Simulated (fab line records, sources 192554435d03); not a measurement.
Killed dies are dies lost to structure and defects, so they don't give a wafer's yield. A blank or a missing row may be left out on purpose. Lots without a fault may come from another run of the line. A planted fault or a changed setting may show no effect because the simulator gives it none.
fab line records | flow n5_finfet
record lots=6 wafers=17 last_day=17
route steps=1938 shown BEOL_M4@1049
lots that met no fault: from a run of the same line without faults
start_h: hours from the record's first day to the start of the lot's first wafer shown | wait_h: hours since the lot's step before | " the same as in the row above | L1.1+2: a row that stands for several wafers | - no value, or no start given | * or withheld: withheld | < > ~ a bound
route shown NAME@n: a module of which the file shows steps, and the number in the route of the first | usual: mean/standard deviation of fault-free wafers | same: alike in all rows | chamber/n: place in a boat | sites: the reading at each site | _std_site: their standard deviation | _edge_site: outer sites' mean less inner sites' | radius_mm: how far each site lies from the wafer's centre | mask NAME#n: copy n | behind: the tool/chamber that last shaped the wafer | hold: why the lot was held/for how many hours/how that ended | device: the transistor (n, p or np) that didn't switch | end of line: the same wafers' tests at the end of the route | a step without rows: its recipe alone | killed: dies lost to structure and defects at the first sort, not the wafer's yield | map: a wafer's dies, x killed, . not, _ none there
set.NAME: the setting as run; set.NAME@STEP: as run at that earlier step | model.NAME: the simulator's own value behind a step, which no gauge read
lots at some steps of the route; a table a step, a row a wafer
services: from which hour (start_h, from the record's first day; less than 0 if before it) a tool's chamber was out of use, for how many hours, and why
## steps
# step N5_BEOL_M4_COAT_76
# recipe resist=underlayer temp_c=205 time_s=60 spin_rpm=1500 resist_thk_nm=5
# step N5_BEOL_M4_COAT_22
# recipe resist=CAR-EUV spin_rpm=1500 resist_thk_nm=30
# step N5_BEOL_M4_EBR_24
# recipe solvent=PGMEA ebr_width_mm=1.5
# step N5_BEOL_M4_SOFTBAKE_23
# recipe temp_c=110 time_s=60 resist=CAR-EUV
# step N5_BEOL_M4_EXPOSE_25
# recipe mask_id=V3 na=0.33 source_shape=quasar sigma_inner=0.2 sigma_outer=0.8 polarization=unpolarized defocus_nm=5 dose_mj=63
# step N5_BEOL_M4_PEB_26
# recipe peb_temp_c=100 peb_time_s=60 resist=CAR-EUV
# step N5_BEOL_M4_DEVELOP_27
# recipe develop_time_s=30 developer=TMAH resist=CAR-EUV rinse_liquid=surfactant_rinse dry=air_spin dev_temp_c=23
# step N5_BEOL_M4_CD_MEAS_28
# recipe target_cd_nm=26.2 landing_energy_ev=500 detector=se_inlens target_cd_y_nm=24.1 polarity=opening
# usual cd_nm=26.27/0.29
# columns lot.wafer tool chamber start_h wait_h cd_nm
L274.3 cd_sem-01 0 164.50 - 26.42
L274.4 " 0 " " 26.06
L274.6 " 0 " " 25.98
L278.1 cd_sem-01 0 184.83 - 26.65
L278.4 " 0 " " 26.59
L278.5 " 0 " " 26.62
L284.2 cd_sem-03 0 226.43 - 26.63
L284.6 " 0 " " 26.25
L286.3 cd_sem-02 0 244.14 - 26.41
L286.5 " 0 " " 26.23
L286.6 " 0 " " 26.36
L291.1 cd_sem-02 0 272.40 - 26.10
L291.3 " 0 " " 26.01
L291.5 " 0 " " 26.13
L295.1 cd_sem-03 0 298.00 - 25.74
L295.3 " 0 " " 26.04
L295.5 " 0 " " 25.49
# step N5_BEOL_M4_OVL_MEAS_29
# recipe points_per_wafer=522
# usual V3_OVL=0.0/0.68
# same points_per_wafer=522
# columns lot.wafer tool chamber start_h wait_h V3_OVL[nm]
L274.3 overlay-01 0 164.54 0.0 0.6
L274.4 " 0 " " -1.3
L274.6 " 0 " " -1.0
L278.1 overlay-02 0 184.86 0.0 -0.2
L278.4 " 0 " " -0.2
L278.5 " 0 " " 1.0
L284.2 overlay-02 0 226.47 0.0 0.6
L284.6 " 0 " " 0.7
L286.3 overlay-01 0 244.18 0.0 -0.2
L286.5 " 0 " " 1.1
L286.6 " 0 " " -0.1
L291.1 overlay-02 0 272.43 0.0 0.5
L291.3 " 0 " " 0.3
L291.5 " 0 " " 0.6
L295.1 overlay-02 0 298.03 0.0 0.2
L295.3 " 0 " " 0.7
L295.5 " 0 " " 0.7
# step N5_BEOL_M4_INSPECT_30
# recipe mode=adi inspect_instrument=brightfield
# usual raw_defect_count=404/85
# columns lot.wafer tool chamber start_h wait_h raw_defect_count
L274.3 defect_inspect-02 - 164.59 0.0 552
L274.4 " - " " 437
L274.6 " - " " 467
L278.1 defect_inspect-02 - 184.92 0.1 588
L278.4 " - " " 416
L278.5 " - " " 377
L284.2 defect_inspect-02 - 226.52 0.0 291
L284.6 " - " " 349
L286.3 defect_inspect-01 - 244.23 0.0 338
L286.5 " - " " 391
L286.6 " - " " 307
L291.1 defect_inspect-01 - 272.49 0.1 422
L291.3 " - " " 335
L291.5 " - " " 429
L295.1 defect_inspect-02 - 298.09 0.1 320
L295.3 " - " " 326
L295.5 " - " " 397
# step N5_BEOL_M4_DESCUM_33
# recipe chemistry=O2 time_s=7 source_power_w=50 bias_power_w=20 pressure_mtorr=20 rf_frequency_hz=2.712e+07 temp_c=40 resist=CAR-EUV o2_flow_sccm=225
# usual chamber_pressure_mTorr=19.999/0.019 drypump_motor_current_A=5.6/0.36 oes_product_au=0.80/0.09 rf_vpp_V=243.1/1.4 showerhead_plenum_p_Torr=2.08/0.082 throttle_valve_pct=20.41/0.3
# columns lot.wafer tool chamber start_h wait_h chamber_pressure_mTorr drypump_motor_current_A oes_product_au rf_hours_counter_h rf_vpp_V showerhead_plenum_p_Torr throttle_valve_pct
L274.3 rie_diel-01 3 164.64 0.0 20.062 6.0 0.71 199 244.5 2.19 20.73
L274.4 " 1 " " 19.995 5.2 0.78 145 244.9 2.07 20.40
L274.6 " 2 " " 20.006 5.4 0.85 - 243.0 2.17 20.65
L278.1 rie_diel-01 2 185.29 0.4 19.992 5.4 0.84 71 244.4 2.16 20.65
L278.4 " 3 " " 19.995 5.9 0.70 207 243.3 2.19 20.75
L278.5 " 0 " " 19.981 6.0 0.91 - 241.4 2.02 20.02
L284.2 rie_diel-01 2 226.72 0.2 20.003 5.4 0.81 89 242.9 2.16 20.69
L284.6 " 0 " " 20.020 6.0 0.89 - 243.6 2.01 20.03
L286.3 rie_diel-01 1 244.30 0.1 19.979 5.2 0.74 177 242.8 2.06 20.43
L286.5 " 0 " " 20.009 6.0 0.89 - 242.7 2.01 20.05
L286.6 " 3 " " 19.997 5.9 0.68 - 242.0 2.18 20.77
L291.1 rie_diel-05 2 272.53 0.0 20.029 5.7 0.74 177 238.9 1.92 21.00
L291.3 " 0 " " 19.984 4.8 0.69 225 239.8 1.95 20.43
L291.5 " 1 " " 20.004 5.6 0.75 - 242.1 2.02 20.24
L295.1 rie_diel-05 1 298.47 0.4 20.002 5.6 0.76 117 242.2 2.02 20.28
L295.3 " 2 " " 19.995 5.7 0.73 188 240.7 1.92 21.02
L295.5 " 1 " " 20.013 5.5 0.75 - 242.8 2.02 20.25
# step N5_BEOL_M4_ETCH_77
# recipe chemistry=N2/H2 target=underlayer target_depth_a=65 mask_material=CAR-EUV time_s=5.2 ion_energy_ev=200 pressure_mtorr=30 source_w=840 bias_w=150 n2_flow_sccm=200 h2_flow_sccm=200 ends=cleared
# usual chamber_pressure_mTorr=30.00/0.039 drypump_motor_current_A=5.6/0.36 etch_rf_on_time_s=5.28/0.16 oes_product_au=0.68/0.075 rf_vpp_V=523.5/2.8 showerhead_plenum_p_Torr=2.53/0.086 throttle_valve_pct=17.81/0.25
# columns lot.wafer tool chamber start_h wait_h chamber_pressure_mTorr drypump_motor_current_A etch_rf_on_time_s oes_product_au rf_hours_counter_h rf_vpp_V showerhead_plenum_p_Torr throttle_valve_pct
L274.3 rie_diel-01 3 164.67 0.0 29.99 5.9 5.30 0.60 199 526.3 2.64 18.03
L274.4 " 1 " " 30.04 5.2 5.32 0.64 145 525.0 2.54 17.92
L274.6 " 2 " " 29.96 5.4 4.99 0.73 - 522.7 2.56 17.56
L278.1 rie_diel-01 2 185.32 0.0 30.03 5.4 5.03 0.74 71 521.3 2.56 17.58
L278.4 " 3 " " 29.98 5.9 5.28 0.60 207 525.8 2.63 18.01
L278.5 " 0 " " 30.01 6.0 5.30 0.75 - 522.7 2.47 17.56
L284.2 rie_diel-01 2 226.76 0.0 30.06 5.4 5.03 0.71 89 524.1 2.55 17.64
L284.6 " 0 " " 30.02 6.0 5.28 0.74 - 520.7 2.46 17.58
L286.3 rie_diel-01 1 244.34 0.0 30.01 5.2 5.47 0.60 177 522.7 2.53 17.97
L286.5 " 0 " " 30.00 6.0 5.38 0.73 - 523.2 2.46 17.60
L286.6 " 3 " " 30.01 5.9 5.35 0.58 - 525.2 2.63 18.04
L291.1 rie_diel-05 2 272.57 0.0 30.00 5.7 5.09 0.65 177 518.3 2.34 18.41
L291.3 " 0 " " 29.97 4.8 5.15 0.58 225 520.5 2.43 18.14
L291.5 " 1 " " 29.97 5.6 5.50 0.64 - 522.7 2.46 17.74
L295.1 rie_diel-05 1 298.51 0.0 29.95 5.6 5.59 0.63 117 519.8 2.45 17.71
L295.3 " 2 " " 30.04 5.7 5.20 0.65 188 517.7 2.34 18.45
L295.5 " 1 " " 30.02 5.6 5.58 0.63 - 521.2 2.45 17.71
# step N5_BEOL_M4_ETCH_69
# recipe chemistry=CF4 target=SiARC target_depth_a=156 mask_material=CAR-EUV time_s=26 ion_energy_ev=80 pressure_mtorr=40 source_w=545 bias_w=36 Ar_flow_sccm=100 cf4_flow_sccm=100 ends=cleared
# usual chamber_pressure_mTorr=40.00/0.035 drypump_motor_current_A=5.6/0.36 etch_rf_on_time_s=26.5/0.85 oes_product_au=0.67/0.073 rf_vpp_V=184.1/1.1 showerhead_plenum_p_Torr=2.13/0.066 throttle_valve_pct=15.59/0.23
# columns lot.wafer tool chamber start_h wait_h chamber_pressure_mTorr drypump_motor_current_A etch_rf_on_time_s oes_product_au rf_hours_counter_h rf_vpp_V showerhead_plenum_p_Torr throttle_valve_pct
L274.3 rie_diel-01 3 164.69 0.0 40.02 5.9 27.0 0.60 199 184.6 2.20 15.71
L274.4 " 1 " " 39.97 5.2 26.7 0.64 145 185.1 2.13 15.67
L274.6 " 2 " " 40.04 5.4 25.4 0.73 - 184.9 2.17 15.44
L278.1 rie_diel-01 2 185.34 0.0 40.01 5.4 25.0 0.72 71 183.2 2.17 15.45
L278.4 " 3 " " 40.00 5.9 26.4 0.60 207 184.0 2.20 15.72
L278.5 " 0 " " 40.01 6.0 26.8 0.76 - 184.8 2.10 15.40
L284.2 rie_diel-01 2 226.77 0.0 40.01 5.4 25.5 0.70 89 184.5 2.16 15.49
L284.6 " 0 " " 40.01 6.0 37.2 0.62 - 183.8 2.10 15.42
L286.3 rie_diel-01 1 244.36 0.0 39.97 5.2 27.2 0.61 177 184.0 2.12 15.73
L286.5 " 0 " " 40.03 6.0 27.2 0.73 - 184.2 2.09 15.43
L286.6 " 3 " " 40.01 5.9 37.5 0.49 - 183.7 2.19 15.75
L291.1 rie_diel-05 2 272.59 0.0 39.94 5.7 25.4 0.65 177 183.0 1.97 16.04
L291.3 " 0 " " 40.00 4.8 25.3 0.59 225 182.8 2.04 15.89
L291.5 " 1 " " 40.00 5.6 28.0 0.63 - 184.2 2.07 15.43
L295.1 rie_diel-05 1 298.52 0.0 40.09 5.6 28.0 0.63 117 184.1 2.07 15.44
L295.3 " 2 " " 39.96 5.7 25.9 0.63 188 182.0 1.97 16.06
L295.5 " 1 " " 39.97 5.6 28.2 0.63 - 182.5 2.07 15.45
# step N5_BEOL_M4_ALD_98
# recipe material=SiO2 target_thk_a=25 temp_c=100 ald_precursor_family=BDEAS ald_co_reactant=O2-plasma pulse_time_s=1 co_reactant_pulse_time_s=1 purge_time_s=2 co_reactant_purge_time_s=2 ald_cycles=17 pressure_torr=2
# usual heater_power_w=81/7.8 precursor_pulse_height_rel=1.004/0.021
# columns lot.wafer tool chamber start_h wait_h heater_power_w precursor_pulse_height_rel
L274.3 ald_sin-04 3 164.77 0.1 85 1.022
L274.4 " 1 " " 76 1.030
L274.6 " 3 " " 89 1.077
L278.1 ald_sin-02 1 185.57 0.2 73 0.986
L278.4 " 2 " " 82 1.016
L278.5 " 2 " " 81 0.979
L284.2 ald_sin-04 1 227.00 0.2 78 1.005
L284.6 " 2 " " 81 0.971
L286.3 ald_sin-02 3 244.44 0.1 80 0.992
L286.5 " 3 " " 76 1.025
L286.6 " 0 " " 81 1.010
L291.1 ald_sin-02 0 272.97 0.4 81 0.958
L291.3 " 3 " " 78 1.002
L291.5 " 3 " " 75 1.015
L295.1 ald_sin-02 2 298.68 0.1 85 0.992
L295.3 " 0 " " 82 0.978
L295.5 " 0 " " 81 1.024
# step N5_BEOL_M4_RC_MEAS_101
# usual DIBL_N=36.1/2 DIBL_P=36.3/2.4 IOFF_N=0.15/0.035 IOFF_P=0.21/0.039 ION_N=672/15 ION_P=463/9.7 SS_N=71.5/0.7 SS_P=73.2/0.75 VT_N=251/3.6 VT_P=-250/3.8
# columns lot.wafer tool chamber start_h wait_h DIBL_N[mV/V] DIBL_P[mV/V] IOFF_N[nA/um] IOFF_P[nA/um] ION_N[uA/um] ION_P[uA/um] SS_N[mV/dec] SS_P[mV/dec] VT_N[mV] VT_P[mV]
L274.3 prober-02 0 174.31 0.3 39.6 41.2 0.22 0.26 684 458 72.4 74.3 246 -251
L274.4 " 0 " " 35.8 36.8 0.16 0.20 679 460 71.4 73.7 250 -252
L274.6 " 0 " " 38.1 39.2 0.19 0.23 681 458 72.1 73.5 247 -251
L278.1 prober-02 0 195.35 0.0 35.2 36.9 0.16 0.24 674 472 71.2 73.0 247 -245
L278.4 " 0 " " 36.0 36.6 0.16 0.23 685 475 71.6 72.9 250 -248
L278.5 " 0 " " 34.9 35.3 0.13 0.20 667 463 71.5 72.3 252 -247
L284.2 prober-02 0 239.99 0.2 37.9 37.6 0.18 0.25 661 452 72.7 73.6 249 -248
L284.6 " 0 " " 34.5 34.2 0.14 0.19 656 449 71.5 72.7 252 -251
L286.3 prober-01 0 252.73 0.3 37.6 38.2 0.20 0.26 683 467 71.0 74.0 246 -246
L286.5 " 0 " " 35.7 35.8 0.15 0.22 678 473 70.3 73.6 251 -250
L286.6 " 0 " " 34.6 34.8 0.14 0.20 672 464 69.9 73.4 250 -248
L291.1 prober-02 0 284.39 0.0 36.1 35.6 0.13 0.18 652 458 71.1 73.5 256 -253
L291.3 " 0 " " 39.0 39.6 0.20 0.26 683 470 71.3 74.1 247 -252
L291.5 " 0 " " 38.8 40.2 0.18 0.25 683 464 72.2 74.4 250 -250
L295.1 prober-01 0 310.95 0.0 39.8 40.2 0.20 0.29 699 476 72.3 73.3 248 -243
L295.3 " 0 " " 38.9 37.7 0.18 0.23 682 461 72.0 73.3 248 -250
L295.5 " 0 " " 35.8 34.4 0.12 0.18 650 457 71.3 73.0 254 -248
## services
# columns tool chamber start_h hours kind
rie_diel-05 0 148.21 4.6 repair
ald_sin-04 - 176.76 14.0 pm
ald_sin-04 0 176.76 14.0 vent_cycle
ald_sin-04 1 176.76 14.0 vent_cycle
ald_sin-04 2 176.76 14.0 vent_cycle
ald_sin-04 3 176.76 14.0 vent_cycle
ald_sin-04 0 190.76 - clean
ald_sin-04 1 190.76 - clean
ald_sin-04 2 190.76 - clean
ald_sin-04 3 190.76 - clean
rie_diel-01 3 195.47 16.5 repair
ald_sin-02 1 226.46 17.7 repair
rie_diel-05 0 245.48 11.8 repair
rie_diel-01 - 259.93 15.6 pm
rie_diel-05 3 266.21 - clean
rie_diel-05 3 266.21 - consumable_replace:focus_ring
rie_diel-05 3 266.21 19.3 scheduled_down
rie_diel-05 3 266.21 19.3 vent_cycle
rie_diel-01 1 286.84 1.3 repair
rie_diel-05 3 295.88 15.1 repair
## key
first_sign step=N5_BEOL_M4_ETCH_69 reading=etch_rf_on_time_s direction=up sigmas=13 usual=* struck=*
effect none on later readings
met_at N5_BEOL_M4_ETCH_69
struck_wafers L284.6,L286.6
onset_between 185.34 226.77
fault kind=process_parameter_drift tool=rie_diel-01 chamber=- onset_h=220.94 steps=N5_BEOL_M4_ETCH_69 channel=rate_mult offset=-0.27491 shape=step end_h=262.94 scope=struck_wafers_only
